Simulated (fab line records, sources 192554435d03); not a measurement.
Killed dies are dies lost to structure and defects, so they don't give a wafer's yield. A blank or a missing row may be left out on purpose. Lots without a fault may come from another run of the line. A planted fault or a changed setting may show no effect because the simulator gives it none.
Chamber matching | flow n5_finfet | N5_BEOL_M6_CMP_52 on cmp-02: 4 sister chambers
The step polishes, stops on SiCOH lowk, t overpolish 6.9 s, target thk 80 nm. 4 wafers are shown with their chamber, then 9 later ones without.

WAFERS WITH THEIR CHAMBER
wafer  | chamber | motor_current_A (A)
L083.6 | 2       | 5.8
L082.1 | 3       | 5.8
L082.4 | 0       | 5.9
L082.6 | 1       | 5.3

WAFERS WITHOUT THEIR CHAMBER
wafer  | motor_current_A (A)
L084.4 | 5.6
L084.5 | 6.2
L084.6 | 5.7
L086.2 | 6.1
L086.3 | 5.7
L086.6 | 5.4
L096.2 | 5.2
L096.3 | 5.3
L096.6 | 5.2

WHICH CHAMBER EACH WENT THROUGH
wafer  | from the rows above               | in truth
L084.4 | can't be placed: 2 or 3 or 1 or 0 | 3
L084.5 | can't be placed: 0 or 2 or 3      | 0
L084.6 | can't be placed: 2 or 3 or 0 or 1 | 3
L086.2 | can't be placed: 0 or 2 or 3      | 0
L086.3 | can't be placed: 2 or 3 or 0 or 1 | 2
L086.6 | can't be placed: 1 or 2 or 3      | 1
L096.2 | 1                                 | 1
L096.3 | 1                                 | 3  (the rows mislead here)
L096.6 | 1                                 | 1
Placed correctly: 2 of 9. Can't be placed from these rows: 6 (the true chamber is among the candidates in 6). Placed wrongly: 1.
How it was worked out, from the rows above alone: a wafer's distance from a chamber is the root of the sum, over the readings, of the square of ((its reading less the chamber's mean) divided by the reading's scatter). The wafer belongs to the nearest chamber; if the next one is less than 2 further off, it can't be placed. A chamber's mean is the mean of its shown wafers. The scatter: with one shown wafer a chamber, the root of the mean of the squares of how far each hidden wafer lies from its nearest shown one.
